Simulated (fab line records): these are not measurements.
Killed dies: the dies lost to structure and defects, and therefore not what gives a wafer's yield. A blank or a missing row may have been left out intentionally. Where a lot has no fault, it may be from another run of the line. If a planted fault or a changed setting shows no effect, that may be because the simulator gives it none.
Split-lot study | flow n5 finfet | route with 1938 steps; 7 lots, 21 wafers read

THE SPLIT
At N5_SD_ACTIVATION_LSA_01 (time 0.0008 s), the setting temp c was moved away from the recipe's 1080 C on 6 of the 21 wafers read, by -1.2% to +1.9%. For the rest of the wafers, this setting stayed at what the recipe calls for.

Between the split and the reading, the file records no step.

THE READING
RS_SD_N in ohm/sq, measured at N5_SD_ACTIVATION_RS_MEAS_03 by four-point-probe. Typical for fault-free wafers on this fab line: 21.92 ohm/sq, with standard deviation 0.28 ohm/sq.

wafer  | tool, chamber at the split | temp c as run, C | against the recipe | RS_SD_N, ohm/sq | against lot-mates on the recipe
L075.3 | laser anneal-02, 0         | 1080             | recipe             | 22.06           | -
L075.4 | laser anneal-02, 0         | 1080             | recipe             | 21.86           | -
L075.6 | laser anneal-02, 0         | 1080             | recipe             | 21.85           | -
L081.2 | laser anneal-02, 0         | 1067             | -1.2%              | 23.48           | +1.86
L081.3 | laser anneal-02, 0         | 1080             | recipe             | 21.62           | -
L081.4 | laser anneal-02, 0         | 1067             | -1.2%              | 23.45           | +1.83
L083.2 | laser anneal-02, 0         | 1080             | recipe             | 21.83           | -
L083.3 | laser anneal-02, 0         | 1100             | +1.9%              | 19.93           | -1.80
L083.5 | laser anneal-02, 0         | 1080             | recipe             | 21.62           | -
L087.1 | laser anneal-02, 0         | 1080             | recipe             | 21.97           | -
L087.2 | laser anneal-02, 0         | 1080             | recipe             | 21.68           | -
L087.5 | laser anneal-02, 0         | 1080             | recipe             | 21.78           | -
L089.2 | laser anneal-02, 0         | 1091             | +1.0%              | 20.35           | -1.57
L089.3 | laser anneal-02, 0         | 1080             | recipe             | 21.92           | -
L089.4 | laser anneal-02, 0         | 1091             | +1.0%              | 20.27           | -1.65
L091.3 | laser anneal-02, 0         | 1080             | recipe             | 21.78           | -
L091.5 | laser anneal-02, 0         | 1080             | recipe             | 22.14           | -
L091.6 | laser anneal-02, 0         | 1080             | recipe             | 21.97           | -
L097.3 | laser anneal-01, 0         | 1098             | +1.7%              | 20.19           | -1.94
L097.4 | laser anneal-01, 0         | 1080             | recipe             | 22.06           | -
L097.5 | laser anneal-01, 0         | 1080             | recipe             | 22.21           | -

FIT RESULTS
A straight line over all 21 wafers: RS_SD_N changes by -1.21 ohm/sq for each +1% of temp c; r = -0.97; the points scatter about the line by 0.22 ohm/sq.
The same after taking each lot's own level away (the mean of its wafers on the recipe; 21 wafers): -1.29 ohm/sq for each +1%; r = -0.98; scatter 0.22 ohm/sq.
That fit puts the effect of the largest move of temp c on the reading at 2.4 ohm/sq.
Across the lots, their own levels run from 21.620 to 22.135 ohm/sq, a range of 1.8 times the standard deviation given above.
So the lot-to-lot level changes the slope little: the two slopes agree.
Check: with one of the wafers moved furthest among these (+1.9%) left out of the fit, the line predicts -2.61 ohm/sq for it against its lot-mates. Against them it came out at -1.8 ohm/sq.
Tool readings at the split's step, against how far the setting was moved: wafer_temp_C_max r = +0.99.

THE WHOLE CHAIN: every reading that the file lists as answering this split, in the file's order
step                        | what it does                 | reading          | change (the file's fit)              | r (the file's)
N5_SD_ACTIVATION_LSA_01     | time 0.0008 s                | wafer_temp_C_max | withheld for each +1% of the setting | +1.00
N5_SD_ACTIVATION_RS_MEAS_03 | measures by four-point-probe | RS_SD_N          | -1.2 for each +1% of the setting     | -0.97

FILE'S OWN FIT
RS_SD_N changes by -1.2 ohm/sq for each +1% of temp c, r = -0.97.
